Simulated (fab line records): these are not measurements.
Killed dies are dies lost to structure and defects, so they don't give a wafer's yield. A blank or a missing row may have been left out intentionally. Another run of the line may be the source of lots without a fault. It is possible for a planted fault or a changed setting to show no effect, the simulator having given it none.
Matching of chambers ; flow n5_finfet ; N5_BEOL_M2_DESCUM_33 on rie_diel-06 has 4 sister chambers
The step chemistry O2, time 7 s. 22 wafers are shown with their chamber, then 11 later ones without.

## WAFERS WITH THEIR CHAMBER
wafer;chamber;drypump_motor_current_A (A);throttle_valve_pct (%);showerhead_plenum_p_Torr (Torr)
L074.3;0;5.8;20.85;2.08
L074.4;0;5.8;20.84;2.08
L074.5;3;5.8;20.19;2.22
L075.1;0;5.8;20.86;2.08
L075.3;3;5.8;20.19;2.22
L075.6;1;5.9;20.91;1.97
L077.1;0;5.8;20.87;2.08
L077.3;2;5.1;20.82;2.01
L077.6;1;5.9;20.90;1.96
L083.4;1;5.9;20.55;2.22
L083.5;3;5.7;20.23;2.21
L083.6;0;5.8;20.89;2.07
L085.2;1;5.9;20.56;2.22
L085.4;1;5.9;20.57;2.22
L085.6;3;5.7;20.24;2.21
L087.1;2;5.1;20.87;2.00
L087.2;0;5.8;20.88;2.07
L087.6;3;5.7;20.25;2.21
L088.1;2;5.1;20.86;2.00
L088.4;1;5.9;20.55;2.22
L088.6;3;5.7;20.25;2.21
L090.3;0;5.8;20.88;2.07

SIGNATURES (averages over the wafers above)
reading;chamber 0;chamber 1;chamber 2;chamber 3;scatter within a chamber
drypump_motor_current_A;5.800;5.900;5.100;5.733;0.0272
throttle_valve_pct;20.8671;20.6733;20.8500;20.2250;0.0968
showerhead_plenum_p_Torr;2.0757;2.1350;2.0033;2.2133;0.0696
Rule: for a wafer and a chamber, the distance is found by dividing, reading by reading, the gap between the wafer's reading and the chamber's mean by the reading's scatter, squaring, summing and taking the root. The wafer belongs to the nearest chamber; if the next one is less than 2 further off, it can't be placed. How the scatter is found: for the shown wafers, subtract from each reading the mean of its chamber, square and add these, divide the total by (wafers less chambers), then take the root.

## WAFERS WITH NO CHAMBER GIVEN
wafer;drypump_motor_current_A (A);throttle_valve_pct (%);showerhead_plenum_p_Torr (Torr)
L090.4;5.1;20.87;2.00
L090.5;5.1;20.87;2.00
L094.1;5.8;20.27;2.20
L094.3;5.1;20.87;2.00
L094.4;5.1;20.89;2.00
L095.2;5.8;20.51;2.07
L095.3;5.1;20.90;1.99
L095.4;5.9;20.60;2.21
L096.3;5.8;20.52;2.07
L096.4;5.9;20.59;2.21
L096.5;5.9;20.61;2.21

## WHICH CHAMBER EACH ONE RAN IN
wafer;from the rows above;in truth
L090.4;2;2
L090.5;2;2
L094.1;3;3
L094.3;2;2
L094.4;2;2
L095.2;can't be placed: 0 or 1 or 3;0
L095.3;2;2
L095.4;1;1
L096.3;can't be placed: 0 or 1 or 3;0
L096.4;1;1
L096.5;1;1
Correct placement for 9 of the 11. Can't be placed from these rows: 2 (the true chamber is among the candidates in 2). Placed wrongly: 0.
